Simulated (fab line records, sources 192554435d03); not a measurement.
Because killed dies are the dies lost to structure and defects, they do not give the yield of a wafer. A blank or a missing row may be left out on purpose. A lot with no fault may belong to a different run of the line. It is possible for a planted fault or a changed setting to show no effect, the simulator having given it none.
Chamber matching :: flow n5 finfet :: N5_DUMMY_REMOVAL_HM_STRIP_01 on rie diel-05: 4 sister chambers
The step strips SiNx in CH3F/O2, stops on poly-Si, target depth 4 nm, time 6.8 s. 7 wafers are shown with their chamber, then 7 later ones without.

## EACH WAFER AND ITS CHAMBER
wafer: L079.5
chamber: 0
showerhead plenum p Torr (Torr): 1.97
drypump motor current A (A): 5.7

wafer: L079.6
chamber: 2
showerhead plenum p Torr (Torr): 2.00
drypump motor current A (A): 5.4

wafer: L089.2
chamber: 1
showerhead plenum p Torr (Torr): 2.08
drypump motor current A (A): 5.8

wafer: L089.5
chamber: 1
showerhead plenum p Torr (Torr): 2.08
drypump motor current A (A): 5.9

wafer: L089.6
chamber: 3
showerhead plenum p Torr (Torr): 1.89
drypump motor current A (A): 5.7

wafer: L090.4
chamber: 0
showerhead plenum p Torr (Torr): 1.96
drypump motor current A (A): 5.7

wafer: L090.5
chamber: 2
showerhead plenum p Torr (Torr): 1.99
drypump motor current A (A): 5.4

## WAFERS WITH NO CHAMBER GIVEN
wafer: L090.6
showerhead plenum p Torr (Torr): 2.08
drypump motor current A (A): 5.9

wafer: L093.3
showerhead plenum p Torr (Torr): 2.08
drypump motor current A (A): 5.8

wafer: L093.4
showerhead plenum p Torr (Torr): 1.96
drypump motor current A (A): 5.6

wafer: L093.6
showerhead plenum p Torr (Torr): 1.99
drypump motor current A (A): 5.4

wafer: L096.3
showerhead plenum p Torr (Torr): 2.14
drypump motor current A (A): 5.7

wafer: L096.4
showerhead plenum p Torr (Torr): 1.96
drypump motor current A (A): 5.7

wafer: L096.5
showerhead plenum p Torr (Torr): 1.99
drypump motor current A (A): 5.4

## EACH ONE'S CHAMBER
wafer: L090.6
from the rows above: 1
in truth: 1

wafer: L093.3
from the rows above: 1
in truth: 1

wafer: L093.4
from the rows above: 0
in truth: 0

wafer: L093.6
from the rows above: 2
in truth: 2

wafer: L096.3
from the rows above: 1
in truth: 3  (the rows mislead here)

wafer: L096.4
from the rows above: 0
in truth: 0

wafer: L096.5
from the rows above: 2
in truth: 2
Correctly placed: 6 of 7. Can't be placed from these rows: 0. Wrongly placed: 1.
How it was worked out, from the rows above alone: a wafer's distance from a chamber is the root of the sum, over the readings, of the square of ((its reading less the chamber's mean) divided by the reading's scatter). If the next closest chamber is less than 2 further off than the closest, the wafer can't be placed; otherwise it belongs to the closest. For every chamber, the mean is computed from those of its wafers that are shown. How the scatter is found: for the shown wafers, subtract from each reading the mean of its chamber, square and add these, divide the total by (wafers less chambers), then take the root.
